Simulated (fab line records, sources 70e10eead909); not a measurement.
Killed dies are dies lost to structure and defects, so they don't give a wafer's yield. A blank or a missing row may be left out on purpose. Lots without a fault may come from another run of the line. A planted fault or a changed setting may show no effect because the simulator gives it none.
fab line records | flow nand_harc
record lots=12 wafers=36 last_day=33
route steps=1302 shown A_CHANNEL_FILL_D2@616 A_STAIRCASE@651
lots that met no fault: from a run of the same line without faults
start_h: hours from the record's first day to the start of the lot's first wafer shown | wait_h: hours since the lot's step before | " the same as in the row above | L1.1+2: a row that stands for several wafers | - no value, or no start given | * or withheld: withheld | < > ~ a bound
route shown NAME@n: a module of which the file shows steps, and the number in the route of the first | usual: mean/standard deviation of fault-free wafers | same: alike in all rows | chamber/n: place in a boat | sites: the reading at each site | _std_site: their standard deviation | _edge_site: outer sites' mean less inner sites' | radius_mm: how far each site lies from the wafer's centre | mask NAME#n: copy n | behind: the tool/chamber that last shaped the wafer | hold: why the lot was held/for how many hours/how that ended | device: the transistor (n, p or np) that didn't switch | end of line: the same wafers' tests at the end of the route | a step without rows: its recipe alone | killed: dies lost to structure and defects at the first sort, not the wafer's yield | map: a wafer's dies, x killed, . not, _ none there
set.NAME: the setting as run; set.NAME@STEP: as run at that earlier step | model.NAME: the simulator's own value behind a step, which no gauge read
steps of the route over a sample of lots; a table a step, a row a wafer
services: from which hour (start_h, from the record's first day; less than 0 if before it) a tool's chamber was out of use, for how many hours, and why
## steps
# step NHARC_A_CHANNEL_FILL_D2_ALD_16
# recipe target_thk_a=15 pulse_time_s=10 ald_cycles=15 temp_c=300 material=SiO2
# usual heater_power_outer_w=256/27 heater_power_w=452/50 precursor_pulse_height_rel=1.000/0.019
# columns lot.wafer tool chamber start_h wait_h heater_power_outer_w heater_power_w precursor_pulse_height_rel
L277.3 ald_hk-04 1 311.69 0.1 323 564 0.970
L277.1 " 2 " " 251 439 1.010
L277.6 " 3 " " 232 439 0.978
L283.4 ald_hk-02 0 370.10 0.5 272 455 1.035
L283.5 " 0 " " 263 464 0.992
L283.6 " 1 " " 284 508 1.010
L282.1 ald_hk-02 0 370.31 0.7 263 442 0.972
L282.3 " 1 " " 286 508 1.008
L282.5 " 2 " " 242 466 0.990
L285.1 ald_hk-02 2 391.29 0.1 253 464 0.993
L285.4 " 3 " " 235 384 1.025
L285.5 " 0 " " 268 444 0.999
L284.1 ald_hk-04 3 404.31 0.1 232 438 0.995
L284.4 " 0 " " 232 388 1.027
L284.5 " 1 " " 321 555 0.980
L291.3 ald_hk-03 3 459.10 0.0 249 416 1.011
L291.1 " 1 " " 263 477 0.968
L291.4 " 2 " " 239 445 1.005
L294.1 ald_hk-02 0 478.14 0.0 263 445 1.012
L294.4 " 1 " " 284 528 1.017
L294.5 " 1 " " 295 514 1.019
L293.2 ald_hk-03 3 478.14 0.0 245 425 0.987
L293.3 " 0 " " 233 421 1.012
L293.6 " 3 " " 242 427 0.980
L295.2 ald_hk-03 0 487.31 0.5 234 427 1.014
L295.1 " 1 " " 270 477 1.006
L295.4 " 2 " " 234 444 1.008
L297.2 ald_hk-02 2 516.42 0.0 252 483 1.005
L297.3 " 3 " " 240 367 1.021
L297.5 " 3 " " 241 380 0.995
L299.3 ald_hk-04 1 533.24 0.3 323 552 0.980
L299.2 " 2 " " 234 428 1.029
L299.5 " 3 " " 256 465 0.991
L300.3 ald_hk-03 3 537.34 0.1 240 429 1.006
L300.2 " 0 " " 239 426 1.004
L300.5 " 3 " " 247 428 1.026
# step NHARC_A_CHANNEL_FILL_D2_ALD_25
# recipe target_thk_a=600 pulse_time_s=10 ald_cycles=600 temp_c=300 material=SiOx
# usual heater_power_outer_w=256/28 heater_power_w=453/51 precursor_pulse_height_rel=1.001/0.02
# columns lot.wafer tool chamber start_h wait_h heater_power_outer_w heater_power_w precursor_pulse_height_rel
L277.3 ald_hk-04 0 338.03 0.1 243 385 0.974
L277.1 " 2 339.26 1.3 247 429 1.008
L277.6 " 0 340.49 2.5 231 380 1.032
L282.3 ald_hk-02 2 394.31 0.0 255 477 1.027
L282.1 " 3 " " 242 392 1.014
L282.5 " 2 396.72 2.5 250 475 0.988
L283.4 ald_hk-04 3 395.54 1.3 238 439 1.052
L283.6 " 1 396.77 2.5 331 565 1.005
L283.5 " 2 " " 253 446 0.997
L285.1 ald_hk-04 3 418.87 0.1 237 437 0.988
L285.4 " 2 420.70 1.9 252 444 1.003
L285.5 " 3 " " 240 430 1.003
L284.4 ald_hk-02 2 427.59 0.0 254 458 0.994
L284.1 " 0 428.82 1.3 267 450 1.020
L284.5 " 2 430.05 2.5 247 478 1.021
L291.4 ald_hk-03 2 483.60 1.0 232 443 1.024
L291.1 " 3 " " 247 432 1.001
L291.3 " 1 485.45 2.9 269 482 0.987
L293.2 ald_hk-02 2 502.88 0.1 247 479 0.989
L293.3 " 3 504.12 1.3 241 385 0.994
L293.6 " 2 507.82 5.0 247 483 1.004
L294.1 ald_hk-03 0 502.88 0.1 235 425 1.017
L294.4 " 2 504.11 1.3 238 432 1.003
L294.5 " 0 505.35 2.6 232 433 1.015
L295.4 ald_hk-03 2 511.04 0.0 232 438 0.997
L295.2 " 3 " " 248 434 1.008
L295.1 " 0 " " 236 421 1.000
L297.3 ald_hk-03 2 540.73 0.7 237 445 0.999
L297.2 " 0 541.95 1.9 234 424 0.964
L297.5 " 1 " " 264 488 1.004
L299.2 ald_hk-03 3 558.11 0.1 248 434 0.989
L299.3 " 0 " " 237 420 0.999
L299.5 " 0 561.29 3.2 235 424 0.992
L300.3 ald_hk-03 1 563.30 0.7 259 480 0.989
L300.2 " 3 564.56 1.9 245 432 0.996
L300.5 " 0 " " 228 427 0.989
# step NHARC_A_STAIRCASE_ETCH_169
# recipe target_depth_a=500 time_s=107.1 ion_energy_ev=120 ch3f_flow_sccm=50 o2_flow_sccm=30 ar_flow_sccm=200 rf_w=500 bias_w=100 chemistry=CH3F/O2
# usual drypump_motor_current_A=5.9/0.53 oes_product_au=0.963/0.017 rf_vpp_V=244.9/1.4 showerhead_plenum_p_Torr=2.50/0.087 throttle_valve_pct=20.662/0.0098
# columns lot.wafer tool chamber start_h wait_h drypump_motor_current_A oes_product_au rf_hours_counter_h rf_vpp_V showerhead_plenum_p_Torr throttle_valve_pct
L277.1 rie_diel-04 2 350.85 0.1 5.0 0.946 58 244.6 2.48 20.653
L277.3 " 1 " " 5.8 0.944 53 245.1 2.55 20.650
L277.6 " 3 " " 5.6 0.958 - 246.1 2.56 20.655
L282.3 rie_diel-13 3 407.23 0.1 6.1 0.957 12 244.7 2.45 20.644
L282.1 " 2 " " 4.9 0.993 17 243.1 2.34 20.647
L282.5 " 0 " " 5.3 0.861 - 246.2 2.45 20.660
L283.4 rie_diel-02 1 407.58 0.1 6.6 0.934 - 243.2 2.32 20.657
L283.6 " 1 " " 6.6 0.928 - 240.9 2.32 20.662
L283.5 " 0 " " 6.6 0.946 - 246.7 2.64 20.665
L285.1 rie_diel-13 1 431.90 0.1 6.5 0.961 24 247.2 2.63 20.663
L285.4 " 3 " " 6.0 0.937 - 244.4 2.44 20.669
L285.5 " 1 " " 6.5 0.856 - 246.6 2.63 20.654
L284.1 rie_diel-04 1 440.90 0.1 5.8 0.964 33 245.1 2.54 20.658
L284.4 " 3 " " 5.6 0.975 - 244.9 2.55 20.662
L284.5 " 0 " " 5.9 0.982 - 245.6 2.52 20.654
L291.1 rie_diel-13 0 496.82 0.1 5.3 0.962 46 243.8 2.44 20.664
L291.4 " 1 " " 6.5 0.963 48 245.3 2.62 20.664
L291.3 " 2 " " 4.9 0.986 48 243.2 2.33 20.672
L294.4 rie_diel-04 2 515.85 0.1 5.0 0.960 38 245.7 2.47 20.655
L294.1 " 3 " " 5.6 0.979 51 245.0 2.54 20.656
L294.5 " 1 " " 5.9 0.976 - 246.1 2.52 20.672
L293.3 rie_diel-02 1 519.91 0.1 6.7 0.968 35 242.3 2.30 20.658
L293.2 " 2 " " 6.0 0.944 28 247.2 2.58 20.660
L293.6 " 2 " " 6.0 0.946 - 247.7 2.58 20.663
L295.4 rie_diel-04 2 524.55 0.4 5.0 0.950 42 244.8 2.46 20.668
L295.2 " 3 " " 5.6 0.960 55 245.6 2.54 20.659
L295.1 " 1 " " 5.9 0.935 64 245.6 2.52 20.670
L297.3 rie_diel-13 3 555.17 0.1 6.0 0.939 8 242.6 2.43 20.666
L297.2 " 0 " " 5.3 0.974 8 243.7 2.43 20.643
L297.5 " 0 " " 5.3 0.977 - 245.2 2.43 20.652
L299.3 rie_diel-02 0 571.40 0.1 6.6 0.986 52 247.5 2.61 20.659
L299.2 " 1 " " 6.6 0.961 54 241.6 2.30 20.674
L299.5 " 0 " " 6.6 0.982 - 246.1 2.61 20.672
L300.2 rie_diel-04 3 575.77 0.1 5.7 0.953 14 245.3 2.53 20.662
L300.3 " 1 " " 5.9 0.990 16 245.4 2.52 20.660
L300.5 " 3 " " 5.7 0.938 - 245.2 2.53 20.664
# step NHARC_A_STAIRCASE_TRIM_12
# recipe time_s=211.2 o2_flow_sccm=500 ar_flow_sccm=0 bias_w=0 chemistry=O2
# usual drypump_motor_current_A=5.8/0.62 oes_product_au=1.002/0.012 rf_vpp_V=57.9/0.87 showerhead_plenum_p_Torr=3.56/0.14 throttle_valve_pct=17.037/0.0089
# columns lot.wafer tool chamber start_h wait_h drypump_motor_current_A oes_product_au rf_hours_counter_h rf_vpp_V showerhead_plenum_p_Torr throttle_valve_pct
L277.3 rie_diel-02 0 353.74 0.1 6.7 1.000 43 57.9 3.78 17.024
L277.1 " 2 " " 6.0 1.006 43 57.4 3.72 17.036
L277.6 " 1 " " 6.6 0.982 - 58.7 3.34 17.032
L282.1 rie_diel-13 1 409.13 0.1 6.5 0.985 17 57.1 3.77 17.034
L282.3 " 0 " " 5.3 1.001 16 57.3 3.52 17.043
L282.5 " 2 " " 4.9 1.016 - 57.0 3.37 17.034
L283.4 rie_diel-13 1 412.45 3.0 6.6 0.985 19 58.6 3.77 17.045
L283.5 " 2 " " 4.9 1.014 - 58.1 3.37 17.027
L283.6 " 3 " " 6.0 0.978 - 58.6 3.51 17.024
L285.1 rie_diel-13 1 433.67 0.1 6.5 1.005 24 57.6 3.76 17.042
L285.4 " 3 " " 6.1 0.979 - 58.9 3.51 17.031
L285.5 " 1 " " 6.5 0.998 - 57.1 3.76 17.030
L284.4 rie_diel-13 1 442.77 0.1 6.5 0.990 28 59.8 3.76 17.044
L284.1 " 2 " " 4.9 1.014 26 57.2 3.36 17.026
L284.5 " 1 " " 6.5 0.998 - 59.5 3.76 17.041
L291.3 rie_diel-02 0 498.74 0.1 6.7 0.992 28 58.7 3.76 17.034
L291.4 " 1 " " 6.6 0.984 30 56.5 3.32 17.058
L291.1 " 3 " " 6.7 1.018 26 56.8 3.50 17.042
L294.4 rie_diel-13 1 518.15 0.1 6.5 0.992 57 59.3 3.75 17.031
L294.1 " 3 " " 6.0 0.992 55 57.8 3.49 17.036
L294.5 " 1 " " 6.5 1.004 - 57.2 3.74 17.040
L293.3 rie_diel-02 3 521.76 0.1 6.7 1.026 35 56.8 3.50 17.058
L293.2 " 2 " " 6.0 0.998 29 57.9 3.70 17.038
L293.6 " 3 " " 6.7 1.017 - 58.6 3.50 17.040
L295.1 rie_diel-02 0 526.25 0.1 6.7 1.009 36 58.1 3.75 17.040
L295.2 " 2 " " 6.0 1.001 31 58.8 3.70 17.036
L295.4 " 3 " " 6.7 1.008 37 57.3 3.49 17.027
L297.2 rie_diel-13 1 557.02 0.1 6.5 1.016 8 55.8 3.74 17.020
L297.3 " 3 " " 6.1 0.991 9 58.0 3.49 17.028
L297.5 " 1 " " 6.6 1.003 - 59.3 3.74 17.039
L299.2 rie_diel-04 3 573.22 0.1 5.6 1.015 12 57.8 3.63 17.034
L299.3 " 2 " " 5.0 1.015 14 57.4 3.53 17.052
L299.5 " 3 " " 5.6 0.996 - 58.2 3.63 17.040
L300.2 rie_diel-13 2 577.76 0.1 4.9 0.994 16 56.5 3.34 17.035
L300.3 " 0 " " 5.3 1.006 17 56.6 3.49 17.044
L300.5 " 2 " " 4.9 1.002 - 56.5 3.34 17.024
## services
# columns tool chamber start_h hours kind
rie_diel-13 0 299.19 - clean
rie_diel-13 1 299.19 - clean
rie_diel-13 2 299.19 - clean
rie_diel-13 - 342.12 9.0 pm
ald_hk-04 - 346.27 0.7 repair
ald_hk-02 - 354.22 10.0 pm
rie_diel-04 - 355.03 9.0 pm
rie_diel-13 3 367.40 20.9 repair
rie_diel-04 2 368.63 3.7 repair
rie_diel-13 2 377.01 6.5 repair
rie_diel-04 3 385.98 1.7 repair
rie_diel-02 2 395.21 33.8 repair
rie_diel-02 - 396.42 9.0 pm
rie_diel-02 3 405.54 8.1 repair
rie_diel-13 2 418.27 18.2 repair
ald_hk-04 - 432.00 10.0 pm
rie_diel-04 2 440.61 33.2 repair
ald_hk-03 - 468.90 0.6 repair
ald_hk-02 - 471.27 0.9 repair
rie_diel-13 - 519.17 9.0 pm
rie_diel-04 - 532.03 9.0 pm
rie_diel-13 2 547.64 2.1 repair
ald_hk-03 - 569.93 10.0 pm
rie_diel-02 - 573.48 9.0 pm
## key
first_sign step=NHARC_A_STAIRCASE_ETCH_169 reading=oes_product_au direction=down sigmas=6 usual=0.963 struck=0.859
effect none on later readings
met_at NHARC_A_STAIRCASE_ETCH_169
struck_lots L282,L285
struck_wafers L282.5,L285.5
tester_left_out L282,L285
not_acting_at NHARC_A_CHANNEL_FILL_D2_ALD_16,NHARC_A_CHANNEL_FILL_D2_ALD_25,NHARC_A_STAIRCASE_TRIM_12
fault kind=process_parameter_drift tool=rie_diel-13 chamber=- onset_h=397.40 steps=NHARC_A_STAIRCASE_ETCH_169 channel=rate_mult offset=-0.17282 shape=step end_h=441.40 scope=struck_wafers_only
# tester_left_out: of these lots the tester's yield and bins aren't shown, on N5 and GAA mostly nor the transistor test; their killed dies are dies lost to structure and defects alone, not to doping, threshold or leakage, so they don't give the yield
